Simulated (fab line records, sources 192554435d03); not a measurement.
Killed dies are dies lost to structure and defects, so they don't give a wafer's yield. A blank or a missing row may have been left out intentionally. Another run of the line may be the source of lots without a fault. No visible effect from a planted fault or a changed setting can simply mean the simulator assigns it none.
Split-lot trial / flow n5-finfet / 21 wafers read across 7 lots, on a route 1938 steps long

== ON THE SPLIT ==
At N5_BEOL_M15_PEB_26 (peb time 90 s), the setting peb-temp-c was moved away from the recipe's 130 C on 9 of the 21 wafers read, by -2.2% to +2.4%. All remaining wafers had this setting at the recipe value.

== FROM THE SPLIT TO THE READING: what the file shows between them, 2 steps ==
- N5_BEOL_M15_DEVELOP_27: develop time 45 s
- N5_BEOL_M15_HARDBAKE_32: time 120 s

== THE READING ==
cd-nm (nm) at N5_BEOL_M15_CD_MEAS_28, where the cd target is 407.6 nm. A value of 406.3 nm with a standard deviation of 1.5 nm is what fault-free wafers of this fab line usually give.

wafer=L081.1; tool, chamber at the split=litho-track-03, 0; peb-temp-c as run, C=129; against the recipe=-0.8%; cd-nm, nm=401.9; against lot-mates on the recipe=-4.5
wafer=L081.2; tool, chamber at the split=litho-track-03, 0; peb-temp-c as run, C=130; against the recipe=recipe; cd-nm, nm=406.4; against lot-mates on the recipe=-
wafer=L081.3; tool, chamber at the split=litho-track-03, 0; peb-temp-c as run, C=129; against the recipe=-0.8%; cd-nm, nm=404.1; against lot-mates on the recipe=-2.3
wafer=L083.2; tool, chamber at the split=litho-track-04, 0; peb-temp-c as run, C=127.2; against the recipe=-2.2%; cd-nm, nm=391.0; against lot-mates on the recipe=-13.9
wafer=L083.3; tool, chamber at the split=litho-track-04, 0; peb-temp-c as run, C=127.2; against the recipe=-2.2%; cd-nm, nm=390.1; against lot-mates on the recipe=-14.8
wafer=L083.6; tool, chamber at the split=litho-track-04, 0; peb-temp-c as run, C=130; against the recipe=recipe; cd-nm, nm=404.9; against lot-mates on the recipe=-
wafer=L082.2; tool, chamber at the split=litho-track-03, 0; peb-temp-c as run, C=130; against the recipe=recipe; cd-nm, nm=406.6; against lot-mates on the recipe=-
wafer=L082.4; tool, chamber at the split=litho-track-03, 0; peb-temp-c as run, C=130; against the recipe=recipe; cd-nm, nm=405.6; against lot-mates on the recipe=-
wafer=L082.6; tool, chamber at the split=litho-track-03, 0; peb-temp-c as run, C=130; against the recipe=recipe; cd-nm, nm=405.7; against lot-mates on the recipe=-
wafer=L085.1; tool, chamber at the split=litho-track-04, 0; peb-temp-c as run, C=130; against the recipe=recipe; cd-nm, nm=406.1; against lot-mates on the recipe=-
wafer=L085.2; tool, chamber at the split=litho-track-04, 0; peb-temp-c as run, C=128.1; against the recipe=-1.5%; cd-nm, nm=398.0; against lot-mates on the recipe=-8.1
wafer=L085.5; tool, chamber at the split=litho-track-04, 0; peb-temp-c as run, C=128.1; against the recipe=-1.5%; cd-nm, nm=397.1; against lot-mates on the recipe=-9.0
wafer=L087.3; tool, chamber at the split=litho-track-01, 0; peb-temp-c as run, C=133.1; against the recipe=+2.4%; cd-nm, nm=418.6; against lot-mates on the recipe=+14.6
wafer=L087.4; tool, chamber at the split=litho-track-01, 0; peb-temp-c as run, C=130; against the recipe=recipe; cd-nm, nm=404.1; against lot-mates on the recipe=-
wafer=L087.5; tool, chamber at the split=litho-track-01, 0; peb-temp-c as run, C=130; against the recipe=recipe; cd-nm, nm=403.9; against lot-mates on the recipe=-
wafer=L091.1; tool, chamber at the split=litho-track-04, 0; peb-temp-c as run, C=128.6; against the recipe=-1.1%; cd-nm, nm=399.0; against lot-mates on the recipe=-7.6
wafer=L091.2; tool, chamber at the split=litho-track-04, 0; peb-temp-c as run, C=130; against the recipe=recipe; cd-nm, nm=406.6; against lot-mates on the recipe=-
wafer=L091.6; tool, chamber at the split=litho-track-04, 0; peb-temp-c as run, C=128.6; against the recipe=-1.1%; cd-nm, nm=399.8; against lot-mates on the recipe=-6.8
wafer=L093.3; tool, chamber at the split=litho-track-04, 0; peb-temp-c as run, C=130; against the recipe=recipe; cd-nm, nm=407.5; against lot-mates on the recipe=-
wafer=L093.4; tool, chamber at the split=litho-track-04, 0; peb-temp-c as run, C=130; against the recipe=recipe; cd-nm, nm=407.0; against lot-mates on the recipe=-
wafer=L093.5; tool, chamber at the split=litho-track-04, 0; peb-temp-c as run, C=130; against the recipe=recipe; cd-nm, nm=405.5; against lot-mates on the recipe=-

FIT RESULTS
A straight line over all 21 wafers: cd-nm changes by +6.08 nm for each +1% of peb-temp-c; r = +0.97; the points scatter about the line by 1.4 nm.
The same after taking each lot's own level away (the mean of its wafers on the recipe; 21 wafers): +6.28 nm for each +1%; r = +0.99; scatter 0.83 nm.
The reading moves by 15 nm for the largest change in peb-temp-c, on that fit.
From 404.00 to 406.67 nm: that is the span of the lots' own levels, equal to 1.8 times the standard deviation above.
The two slopes agree, so the slope changes little with the lot-to-lot level.
Check: +15.4 nm against its lot-mates is what the line predicts for one of the wafers moved furthest among these (+2.4%) when that wafer is left out of the fit. Against them it came out at +14.6 nm.

== OTHER SPLITS APPLIED TO THESE WAFERS ==
Note: prior to the reading, these wafers also went through further splits. Each is held against what the fit with the lots' levels taken away leaves over:
other split on the same wafers=N5_BEOL_M13_EXPOSE_25 dose-mj; wafers away from the commonest value=7; r with cd-nm (lot level and that fit taken away)=-0.04
other split on the same wafers=N5_BEOL_M14_PEB_26 peb-temp-c; wafers away from the commonest value=6; r with cd-nm (lot level and that fit taken away)=+0.11
other split on the same wafers=N5_BEOL_M14_DESCUM_33 time-s; wafers away from the commonest value=8; r with cd-nm (lot level and that fit taken away)=+0.11

== THE WHOLE CHAIN: every reading that the file lists as answering this split, in the file's order ==
step=N5_BEOL_M15_CD_MEAS_28; what it does=target cd 407.6 nm; reading=cd-nm; change (the file's fit)=+6.23 nm for each +1% of the setting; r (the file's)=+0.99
step=N5_BEOL_M15_DESCUM_33; what it does=chemistry O2, time 7.9 s; reading=BEOL_M15.cd-nm (the simulator's own value, which no gauge read); change (the file's fit)=+6.21 nm for each +1% of the setting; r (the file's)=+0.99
step=N5_BEOL_M15_TRENCH_ETCH_34; what it does=etches SiO2 in C4F8/O2/Ar, target depth 872.93 nm, time 199 s; reading=BEOL_M15.cd-nm (the simulator's own value, which no gauge read); change (the file's fit)=+5.92 nm for each +1% of the setting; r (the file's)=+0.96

== FILE'S OWN FIT ==
cd-nm changes by +6.23 nm for each +1% of peb-temp-c, r = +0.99.
